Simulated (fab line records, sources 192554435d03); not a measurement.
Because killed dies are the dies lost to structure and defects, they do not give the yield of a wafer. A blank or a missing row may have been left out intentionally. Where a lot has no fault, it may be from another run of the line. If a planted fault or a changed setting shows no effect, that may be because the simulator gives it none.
fab line records | flow n5-finfet
record: lots: 7 wafers: 18 last-day: 17
route steps=1938 shown MOL_CONTACT_COAG@605 BEOL_M4@1111 PASSIVATION@1936
lots that met no fault: from a run of the same line without faults
start-h: hours from the record's first day to the start of the lot's first wafer shown | wait-h: hours from the lot's prior step to this one | " as in the row above | L1.1+2: a row that stands for several wafers | - no value present, or no start provided | * or withheld: withheld | < > ~ a bound
route shown NAME@n: names a module that has steps shown in the file, with the first one's number in the route | usual: average and standard deviation across the fault-free wafers | same: alike in all rows | chamber/n: place in a boat | sites: readings site by site | _std_site: standard deviation of those values | _edge_site: outer sites' mean less inner sites' | radius-mm: for every site, how far away it sits from the centre of the wafer | mask NAME#n: copy n | behind: the last tool/chamber to shape the wafer | hold: reason for holding the lot/hours on hold/outcome of the hold | device: transistor that didn't switch, given as n, p or np | end of line: the same wafers' tests at the end of the route | step lacking rows: just its recipe | killed: not the wafer's yield, but the dies lost to structure and defects at the first sort | map: a wafer's dies, x killed, . not, _ none there
set.NAME: the setting the step ran with; set.NAME@STEP: the setting that earlier step ran with | model.NAME: the simulator's own value behind a step, which no gauge read
a table for each step, a row for each wafer; lots at some steps of the route
services: the hour from which a tool's chamber was out of use, counted from the record's first day as start-h (under 0 if before that day), plus the number of hours and why
== steps ==
step: N5_MOL_CONTACT_COAG_DESCUM_45
recipe: chemistry: O2 time-s: 7 source-power-w: 50 bias-power-w: 20 pressure-mtorr: 20 rf-frequency-hz: 2.712e+07 temp-c: 40 resist: CAR-EUV o2-flow-sccm: 225
usual: drypump-motor-current-A: 5.5/0.49 oes-product-au: 0.79/0.076 rf-vpp-V: 242.9/1.4 showerhead-plenum-p-Torr: 2.09/0.074 throttle-valve-pct: 20.48/0.22
columns lot.wafer tool chamber start-h wait-h drypump-motor-current-A oes-product-au rf-hours-counter-h rf-vpp-V showerhead-plenum-p-Torr throttle-valve-pct
L214.2 rie-diel-03 2 114.00 0.2 5.8 0.72 185 242.1 1.99 20.56
L214.3 " 3 " " 5.8 0.68 249 242.2 2.16 20.81
L214.5 " 3 " " 5.8 0.69 - 243.8 2.16 20.79
L217.3 rie-diel-06 3 125.14 0.0 4.9 0.85 60 242.6 2.04 20.16
L217.4 " 2 " " 5.2 0.82 92 241.0 2.04 20.57
L217.6 " 1 " " 5.4 0.82 - 244.5 2.14 20.54
L226.3 rie-diel-03 2 190.45 0.3 5.8 0.72 213 240.7 1.99 20.63
L226.5 " 1 " " 4.9 0.80 - 240.5 2.03 20.11
L227.4 rie-diel-06 2 194.04 0.1 5.2 0.80 - 241.4 2.03 20.61
L227.5 " 1 " " 5.4 0.80 - 243.8 2.13 20.57
L228.2 rie-diel-06 2 202.58 0.0 5.2 0.79 119 243.1 2.03 20.60
L228.5 " 2 " " 5.2 0.79 - 241.2 2.03 20.62
L233.2 rie-diel-03 1 227.94 0.0 4.8 0.79 112 240.0 2.02 20.11
L233.3 " 0 " " 6.3 0.69 235 244.6 2.16 20.73
L233.6 " 0 " " 6.3 0.69 - 244.2 2.16 20.74
L235.2 rie-diel-06 3 240.02 0.0 4.9 0.79 100 241.8 2.03 20.21
L235.4 " 1 " " 5.4 0.78 123 242.4 2.12 20.59
L235.6 " 1 " " 5.4 0.78 - 242.7 2.12 20.58
step: N5_MOL_CONTACT_COAG_ETCH_65
recipe: chemistry: N2/H2 target: underlayer target-depth-a: 130 mask-material: CAR-EUV time-s: 10.4 ion-energy-ev: 200 pressure-mtorr: 30 source-w: 840 bias-w: 150 n2-flow-sccm: 200 h2-flow-sccm: 200 ends: cleared
usual: drypump-motor-current-A: 5.5/0.49 etch-rf-on-time-s: 10.40/0.22 n2-flow-sccm: 200.0/0.59 oes-product-au: 0.67/0.062 rf-vpp-V: 523.5/2.6 showerhead-plenum-p-Torr: 2.53/0.088 throttle-valve-pct: 17.87/0.25
columns lot.wafer tool chamber start-h wait-h drypump-motor-current-A etch-rf-on-time-s n2-flow-sccm oes-product-au rf-hours-counter-h rf-vpp-V showerhead-plenum-p-Torr throttle-valve-pct
L214.2 rie-diel-03 2 114.04 0.0 5.7 10.62 199.9 0.61 185 520.6 2.42 17.97
L214.3 " 3 " " 5.8 10.84 198.5 0.57 249 525.9 2.59 18.12
L214.5 " 3 " " 5.8 10.77 199.8 0.57 - 526.1 2.59 18.11
L217.3 rie-diel-06 3 125.18 0.0 4.9 10.52 201.4 0.71 60 523.2 2.49 17.69
L217.4 " 2 " " 5.2 10.09 199.9 0.71 92 522.0 2.47 18.01
L217.6 " 1 " " 5.4 10.45 199.9 0.68 - 525.2 2.56 17.71
L226.3 rie-diel-03 2 190.48 0.0 5.8 10.47 200.0 0.60 213 520.9 2.41 18.03
L226.5 " 1 " " 4.8 10.48 200.0 0.67 - 520.6 2.45 17.44
L227.4 rie-diel-06 2 194.07 0.0 5.2 10.12 200.5 0.69 - 522.8 2.46 18.07
L227.5 " 1 " " 5.4 10.38 201.2 0.67 - 524.7 2.55 17.76
L228.2 rie-diel-06 2 202.61 0.0 5.2 10.11 199.6 0.68 119 521.9 2.46 18.07
L228.5 " 2 " " 5.2 10.09 199.6 0.69 - 522.2 2.46 18.06
L233.2 rie-diel-03 1 227.97 0.0 4.8 10.64 199.9 0.67 112 519.9 2.45 17.45
L233.3 " 0 " " 6.3 10.16 199.8 0.60 235 526.1 2.62 18.16
L233.6 " 0 " " 6.3 10.18 199.8 0.60 - 526.6 2.62 18.18
L235.2 rie-diel-06 3 240.06 0.0 4.9 10.62 199.6 0.67 100 520.3 2.47 17.77
L235.4 " 1 " " 5.4 10.32 199.9 0.66 123 525.1 2.54 17.78
L235.6 " 1 " " 5.4 10.25 200.0 0.66 - 525.1 2.54 17.78
step: N5_MOL_CONTACT_COAG_ETCH_66
recipe: chemistry: CF4 target: SiARC target-depth-a: 130 mask-material: CAR-EUV time-s: 21.7 ion-energy-ev: 80 pressure-mtorr: 40 source-w: 545 bias-w: 36 Ar_flow_sccm: 100 cf4-flow-sccm: 100 ends: cleared
step: N5_MOL_CONTACT_COAG_ALD_133
recipe: material: SiO2 target-thk-a: 50 temp-c: 100 ald-precursor-family: BDEAS ald-co-reactant: O2-plasma pulse-time-s: 1 co-reactant-pulse-time-s: 1 purge-time-s: 2 co-reactant-purge-time-s: 2 ald-cycles: 35 pressure-torr: 2
usual: heater-power-w: 80/9 precursor-pulse-height-rel: 1.001/0.016
columns lot.wafer tool chamber start-h wait-h heater-power-w precursor-pulse-height-rel
L214.2 ald-sin-03 0 114.14 0.1 78 1.027
L214.3 " 2 " " 85 0.985
L214.5 " 2 " " 84 1.007
L217.3 ald-sin-04 2 125.40 0.2 88 1.011
L217.4 " 1 " " 74 1.012
L217.6 " 0 " " 66 0.996
L226.3 ald-sin-01 3 190.97 0.4 74 0.998
L226.5 " 1 " " 77 0.988
L227.4 ald-sin-03 2 194.35 0.2 85 0.965
L227.5 " 1 " " 79 1.007
L228.2 ald-sin-01 0 202.71 0.1 72 1.022
L228.5 " 0 " " 72 0.985
L233.2 ald-sin-04 0 228.07 0.1 67 0.959
L233.3 " 3 " " 99 0.993
L233.6 " 0 " " 67 1.007
L235.2 ald-sin-04 0 240.16 0.1 67 0.994
L235.4 " 2 " " 90 0.994
L235.6 " 1 " " 76 0.968
step: N5_MOL_CONTACT_COAG_ETCHBACK_134
recipe: chemistry: CHF3 target: SiO2 target-depth-a: 100 time-s: 6.7 ion-energy-ev: 200 pressure-mtorr: 30 source-w: 610 bias-w: 170 Ar_flow_sccm: 200 CHF3_flow_sccm: 50
usual: drypump-motor-current-A: 5.6/0.52 oes_ar_750_au: 0.79/0.072 oes_f_703_au: 0.79/0.071 oes-product-au: 0.79/0.079 rf-vpp-V: 525/7 showerhead-plenum-p-Torr: 2.39/0.081 throttle-valve-pct: 18.72/0.25
columns lot.wafer tool chamber start-h wait-h drypump-motor-current-A oes_ar_750_au oes_f_703_au oes-product-au rf-hours-counter-h rf-vpp-V showerhead-plenum-p-Torr throttle-valve-pct
L214.2 rie-diel-03 3 114.32 0.1 5.8 0.66 0.65 0.67 249 527 2.43 19.01
L214.3 " 2 " " 5.8 0.73 0.72 0.71 185 525 2.28 18.89
L214.5 " 3 " " 5.8 0.67 0.65 0.67 - 528 2.43 19.00
L217.3 rie-diel-01 2 125.58 0.1 5.2 0.80 0.79 0.80 92 518 2.51 19.01
L217.4 " 1 " " 5.8 0.69 0.69 0.67 245 512 2.34 18.86
L217.6 " 1 " " 5.8 0.69 0.69 0.68 - 510 2.34 18.88
L226.3 rie-diel-01 3 191.15 0.1 6.5 0.85 0.86 0.85 55 532 2.51 18.38
L226.5 " 0 " " 5.7 0.72 0.73 0.72 - 526 2.34 18.89
L227.4 rie-diel-01 1 194.53 0.1 5.8 0.94 0.94 0.93 12 511 2.33 18.49
L227.5 " 2 " " 5.1 0.77 0.77 0.78 - 518 2.50 19.05
L228.2 rie-diel-01 2 202.89 0.1 5.1 0.78 0.77 0.77 120 516 2.50 19.07
L228.5 " 0 " " 5.7 0.72 0.72 0.71 - 526 2.34 18.91
L233.2 rie-diel-03 3 228.37 0.2 5.8 0.87 0.86 0.90 34 528 2.42 18.67
L233.3 " 2 " " 5.7 0.70 0.69 0.69 230 524 2.26 18.93
L233.6 " 0 " " 6.3 0.70 0.71 0.69 - 525 2.44 18.95
L235.2 rie-diel-03 1 240.34 0.1 4.8 0.78 0.77 0.78 116 524 2.31 18.46
L235.4 " 3 " " 5.8 0.87 0.85 0.90 37 527 2.42 18.67
L235.6 " 0 " " 6.3 0.70 0.71 0.70 - 527 2.44 18.96
step: N5_MOL_CONTACT_COAG_ETCH_67
recipe: chemistry: N2/H2 target: SOC target-depth-a: 600 overetch-a: 210 mask-material: SiARC temp-c: 40 time-s: 101.2 ion-energy-ev: 200 pressure-mtorr: 30 source-w: 840 bias-w: 150 n2-flow-sccm: 200 h2-flow-sccm: 200
usual: drypump-motor-current-A: 5.6/0.52 n2-flow-sccm: 200.0/0.67 oes-product-au: 0.66/0.063 rf-vpp-V: 524.3/2.6 showerhead-plenum-p-Torr: 2.56/0.09 throttle-valve-pct: 17.86/0.25
columns lot.wafer tool chamber start-h wait-h drypump-motor-current-A n2-flow-sccm oes-product-au rf-hours-counter-h rf-vpp-V showerhead-plenum-p-Torr throttle-valve-pct
L214.2 rie-diel-03 3 114.35 0.0 5.8 199.8 0.57 249 526.5 2.59 18.07
L214.3 " 2 " " 5.8 199.7 0.62 185 521.1 2.42 17.93
L214.5 " 3 " " 5.8 200.0 0.57 - 526.7 2.59 18.07
L217.3 rie-diel-01 2 125.62 0.0 5.1 199.6 0.67 92 526.4 2.68 18.13
L217.4 " 1 " " 5.8 199.5 0.57 245 524.1 2.50 18.08
L217.6 " 1 " " 5.7 200.1 0.58 - 523.0 2.50 18.06
L226.3 rie-diel-01 3 191.19 0.0 6.5 200.0 0.70 55 527.9 2.69 17.53
L226.5 " 0 " " 5.6 199.8 0.61 - 523.5 2.50 17.98
L227.4 rie-diel-01 1 194.56 0.0 5.8 200.4 0.78 12 521.6 2.49 17.66
L227.5 " 2 " " 5.2 200.0 0.65 - 526.5 2.67 18.16
L228.2 rie-diel-01 2 202.92 0.0 5.2 200.8 0.65 120 526.6 2.67 18.17
L228.5 " 0 " " 5.6 201.1 0.60 - 522.9 2.50 17.97
L233.2 rie-diel-03 3 228.41 0.0 5.8 200.6 0.75 34 527.1 2.58 17.71
L233.3 " 2 " " 5.8 200.1 0.59 230 518.3 2.40 18.04
L233.6 " 0 " " 6.2 199.7 0.58 - 524.6 2.62 18.13
L235.2 rie-diel-03 1 240.37 0.0 4.8 198.9 0.66 116 522.4 2.45 17.41
L235.4 " 3 " " 5.8 201.0 0.75 37 526.6 2.58 17.73
L235.6 " 0 " " 6.3 201.4 0.58 - 526.6 2.62 18.13
step: N5_MOL_CONTACT_COAG_STRIP_68
recipe: chemistry: N2/H2 temp-c: 40 n2-flow-sccm: 200 h2-flow-sccm: 200 rf-frequency-hz: 6e+07
step: N5_MOL_CONTACT_COAG_STRIP_69
recipe: chemistry: N2/H2 temp-c: 40 n2-flow-sccm: 200 h2-flow-sccm: 200 rf-frequency-hz: 6e+07
step: N5_MOL_CONTACT_COAG_ETCHBACK_136
recipe: chemistry: CHF3 target: SiO2 target-depth-a: 250 time-s: 16.7 ion-energy-ev: 200 pressure-mtorr: 30 source-w: 610 bias-w: 170 Ar_flow_sccm: 200 CHF3_flow_sccm: 50
step: N5_MOL_CONTACT_COAG_STRIP_120
recipe: chemistry: CHF3 resist: SiARC rf-frequency-hz: 6e+07
step: N5_MOL_CONTACT_COAG_VIA_ETCH_117
recipe: chemistry: C4F6/O2 target-depth-a: 400 overetch-a: 80 mask-material: SOC target: SiO2 bias-w: 455 pressure-mtorr: 10 time-s: 26 source-w: 325 Ar_flow_sccm: 300 C4F6_flow_sccm: 10 O2_flow_sccm: 10 ion-energy-ev: 575.3 ends: end-point
step: N5_MOL_CONTACT_COAG_ETCH_124
recipe: chemistry: CH3F/O2 target: SiNx target-depth-a: 65 mask-material: SOC stop-on: SiOC over-etch-frac: 0.3 ion-energy-ev: 120 pressure-mtorr: 30 source-w: 395 bias-w: 73 Ar_flow_sccm: 150 CH3F_flow_sccm: 30 O2_flow_sccm: 20 ends: end-point
step: N5_MOL_CONTACT_COAG_ETCH_48
recipe: chemistry: C4F6/O2 target-depth-a: 150 overetch-a: 45 mask-material: SOC target: SiOC bias-w: 465 pressure-mtorr: 10 time-s: 17 source-w: 335 Ar_flow_sccm: 300 C4F6_flow_sccm: 10 O2_flow_sccm: 10 ion-energy-ev: 576
usual: drypump-motor-current-A: 5.6/0.53 oes_ar_750_au: 0.79/0.072 oes_f_703_au: 0.79/0.072 oes_o_777_au: 0.80/0.074 oes-product-au: 0.67/0.07 rf-vpp-V: 1591/19 showerhead-plenum-p-Torr: 2.85/0.096 throttle-valve-pct: 40.66/0.29
columns lot.wafer tool chamber start-h wait-h drypump-motor-current-A oes_ar_750_au oes_f_703_au oes_o_777_au oes-product-au rf-hours-counter-h rf-vpp-V showerhead-plenum-p-Torr throttle-valve-pct model.SOC_of_MOL_CONTACT_COAG_COAT_62.thk-nm
L214.2 rie-diel-03 3 114.54 0.0 5.8 0.67 0.66 0.66 0.57 249 1600 2.90 40.42 46
L214.3 " 2 " " 5.8 0.73 0.72 0.72 0.58 185 1596 2.73 41.14 46.2
L214.5 " 3 " " 5.8 0.67 0.65 0.67 0.58 - 1601 2.90 40.44 45.8
L217.3 rie-diel-01 2 125.81 0.0 5.2 0.79 0.79 0.78 0.71 92 1569 3.00 41.04 46
L217.4 " 1 " " 5.7 0.68 0.70 0.69 0.55 245 1556 2.79 40.65 46.2
L217.6 " 1 " " 5.7 0.69 0.70 0.69 0.61 - 1556 2.79 40.69 45.8
L226.3 rie-diel-01 3 191.38 0.0 6.5 0.85 0.86 0.87 0.71 55 1612 2.99 40.37 45.6
L226.5 " 0 " " 5.7 0.72 0.74 0.74 0.58 - 1592 2.79 40.32 44.6
L227.4 rie-diel-01 1 194.76 0.0 5.7 0.94 0.94 0.94 0.77 12 1556 2.79 40.49 45.8
L227.5 " 2 " " 5.1 0.77 0.76 0.75 0.69 - 1569 2.98 41.07 44.8
L228.2 rie-diel-01 2 203.11 0.0 5.1 0.77 0.76 0.75 0.69 120 1570 2.98 41.07 44.8
L228.5 " 0 " " 5.6 0.72 0.73 0.74 0.61 - 1594 2.79 40.33 44.4
L233.2 rie-diel-03 3 228.60 0.0 5.8 0.88 0.86 0.87 0.74 34 1600 2.88 40.40 45.8
L233.3 " 2 " " 5.8 0.69 0.68 0.69 0.59 230 1593 2.71 41.19 45.8
L233.6 " 0 " " 6.3 0.70 0.72 0.72 0.59 - 1594 2.91 40.93 45.8
L235.2 rie-diel-03 1 240.56 0.0 4.9 0.79 0.78 0.78 0.66 116 1587 2.76 40.58 45.8
L235.4 " 3 " " 5.8 0.88 0.86 0.88 0.81 37 1598 2.88 40.43 45.4
L235.6 " 0 " " 6.2 0.70 0.72 0.71 0.62 - 1594 2.91 40.95 45.4
step: N5_MOL_CONTACT_COAG_STRIP_72
recipe: chemistry: N2/H2 power-w: 450 temp-c: 40 pressure-mtorr: 20 rf-frequency-hz: 6e+07 overash-fraction: 3 bias-power-w: 7 h2-frac: 0.5 n2-flow-sccm: 200 h2-flow-sccm: 200
step: N5_BEOL_M4_RC_MEAS_101
usual: DIBL_N: 36.3/1.7 DIBL_P: 36.5/1.8 IOFF_N: 0.16/0.033 IOFF_P: 0.21/0.037 ION_N: 675/11 ION_P: 462/7.9 SS_N: 71.6/0.64 SS_P: 73.3/0.68 VT_N: 249/3.3 VT_P: -250/3.3
columns lot.wafer tool chamber start-h wait-h DIBL_N[mV/V] DIBL_P[mV/V] IOFF_N[nA/um] IOFF_P[nA/um] ION_N[uA/um] ION_P[uA/um] SS_N[mV/dec] SS_P[mV/dec] VT_N[mV] VT_P[mV]
L214.2 prober-01 0 175.55 0.2 35.6 35.6 0.13 0.20 666 458 71.0 73.5 254 -250
L214.3 " 0 " " 35.3 35.5 0.13 0.20 659 456 70.8 73.4 255 -252
L214.5 " 0 " " 35.4 35.7 0.13 0.20 668 459 70.8 73.3 253 -251
L217.3 prober-02 0 183.16 0.3 34.9 35.6 0.13 0.20 673 467 70.7 72.6 251 -252
L217.4 " 0 " " 34.9 35.7 0.14 0.21 666 467 71.5 73.5 251 -252
L217.6 " 0 " " 35.4 36.7 0.15 0.23 685 473 71.4 73.5 251 -248
L226.3 prober-01 0 254.00 0.3 36.9 36.9 0.18 0.27 688 476 71.6 73.2 246 -244
L226.5 " 0 " " 38.6 38.4 0.22 0.32 683 476 72.2 73.3 246 -241
L227.4 prober-02 0 256.97 0.5 38.0 37.2 0.19 0.25 681 467 72.5 73.4 251 -249
L227.5 " 0 " " 39.1 38.9 0.21 0.27 686 465 72.7 73.8 248 -248
L228.2 prober-02 0 258.71 0.2 38.3 38.1 0.17 0.20 681 455 72.2 74.4 250 -254
L228.5 " 0 " " 37.6 36.9 0.15 0.18 673 458 71.5 73.1 252 -254
L233.2 prober-02 0 291.79 0.2 37.9 38.5 0.21 0.22 690 462 72.2 73.7 245 -251
L233.3 " 0 " " 35.1 35.3 0.16 0.20 684 465 71.2 73.2 247 -254
L233.6 " 0 " " 39.6 40.9 0.26 0.30 693 471 72.1 75.5 242 -247
L235.2 prober-01 0 298.25 0.2 32.8 33.7 0.12 0.16 669 457 70.7 73.0 256 -253
L235.4 " 0 " " 34.1 35.2 0.14 0.18 660 457 71.2 72.9 252 -253
L235.6 " 0 " " 35.7 36.5 0.15 0.19 671 453 71.1 73.8 251 -254
step: N5_PASSIVATION_PROBE_49
usual: defect-limited-yield: 91.3/1.5 killed_at_M0_to_M3: 34/9.4 killed_at_M4_up: 13/5.3 killed-at-contacts: 13/5.7 killed-at-front-end: 40/10 killed-at-other: 3.7/2.8 killed-dies: 103/17 killed-open: 67/13 killed-short: 35/8.5 sort_bin_4_leakage: 0.00/0.016 sort_bin_5_function: 5.0/0.98 sort_bin_6_memory: 3.3/0.7 sort-n-pass: 1077/17 sort-yield-pct: 91.3/1.5
same: gross-dies: 1180 killed-at-back-side: 0 sort_bin_8_speed[%]: 0
columns lot.wafer tool chamber start-h wait-h defect-limited-yield[%] killed_at_M0_to_M3 killed_at_M4_up killed-at-contacts killed-at-front-end killed-at-other killed-dies killed-open killed-short sort_bin_4_leakage[%] sort_bin_5_function[%] sort_bin_6_memory[%] sort-n-pass sort-yield-pct[%]
L214.2 prober-02 - 272.73 0.1 92.5 30 10 14 27 8 89 46 37 0 4.2 2.6 1091 92.5
L214.3 prober-02 - 272.78 0.1 93.1 30 5 13 32 1 81 43 38 0 3.4 3.0 1099 93.1
L214.5 prober-02 - 272.88 0.2 91.1 35 4 16 46 4 105 73 31 0 5.2 3.5 1075 91.1
L228.5 prober-02 - 370.28 0.4 91.9 25 18 6 37 10 96 54 34 0 4.4 3.1 1084 91.9
killed by level:class
L214.2 MOL_CONTACT_COAG:geometric-particle:open=11 BEOL_M0_SAQP:geometric-particle:short=10 BEOL_M0_SAQP:geometric-particle:open=8 GATE_CUT:geometric-particle:short=5 HKMG_FIN:area-etch=5 GATE_CUT:geometric-particle:open=4 BEOL_M0:geometric-particle:short=4 BEOL_M5:geometric-particle:open=4
L214.3 MOL_CONTACT_COAG:geometric-particle:open=9 STI_FIN_REVEAL:geometric-particle:open=7 BEOL_M1:geometric-particle:short=6 GATE_CUT:geometric-particle:open=5 GATE_CUT:geometric-particle:short=5 BEOL_M0_SAQP:geometric-particle:short=5 BEOL_M0:geometric-particle:short=5 BEOL_M3:geometric-particle:open=5
L214.5 MOL_CONTACT_COAG:geometric-particle:open=13 FIN_SAQP:geometric-particle:open=12 GATE_CUT:geometric-particle:open=10 GATE_CUT:geometric-particle:short=7 BEOL_M0_SAQP:geometric-particle:open=7 BEOL_M0_SAQP:geometric-particle:short=6 BEOL_M2:geometric-particle:open=6 BEOL_M3:geometric-particle:open=6
L228.5 BEOL_M0_SAQP:geometric-particle:open=9 BEOL_M3:geometric-particle:open=7 BEOL_M4:geometric-particle:open=6 HKMG_FIN:area-etch=6 FIN_SAQP:geometric-particle:short=5 STI_FIN_REVEAL:geometric-particle:short=4 MOL_CONTACT_COAG:geometric-particle:open=4 BEOL_M5:geometric-particle:open=4
== services ==
columns tool chamber start-h hours kind
ald-sin-04 - 99.25 15.6 pm
ald-sin-04 0 99.25 - clean
ald-sin-04 - 114.85 6.1 pm
rie-diel-03 3 115.55 - clean
rie-diel-03 3 115.55 - consumable-replace:focus-ring
rie-diel-03 3 115.55 23.0 scheduled-down
rie-diel-03 3 115.55 23.0 vent-cycle
ald-sin-01 3 124.75 5.7 repair
ald-sin-01 3 131.07 3.9 repair
ald-sin-01 1 137.73 1.7 repair
rie-diel-03 2 140.46 3.9 repair
rie-diel-01 1 146.78 - clean
rie-diel-01 1 146.78 - consumable-replace:focus-ring
rie-diel-01 1 146.78 13.0 scheduled-down
rie-diel-01 1 146.78 13.0 vent-cycle
ald-sin-01 1 169.45 5.0 repair
ald-sin-01 - 176.97 14.0 pm
rie-diel-03 0 187.82 10.9 repair
rie-diel-06 0 188.36 17.2 repair
ald-sin-01 - 210.29 14.6 pm
rie-diel-03 1 213.27 14.2 repair
rie-diel-03 0 218.88 6.2 repair
ald-sin-04 3 224.90 1.6 repair
ald-sin-04 3 230.83 15.4 repair
== key ==
first-sign none at tools or gauges
model-effect: step: N5_MOL_CONTACT_COAG_ETCH_48 value: SOC_of_MOL_CONTACT_COAG_COAT_62.thk-nm without: 45.85 struck: 44.65
met-at N5_MOL_CONTACT_COAG_ETCH_48
struck-wafers L226.5,L227.5,L228.2,L228.5
onset-between 125.81 191.38
fault: kind: process-parameter-drift tool: rie-diel-01 chamber: - onset-h: 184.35 steps: N5_MOL_CONTACT_COAG_ETCH_48 channel: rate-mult offset: 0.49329 shape: step end-h: 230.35 scope: struck-wafers-only
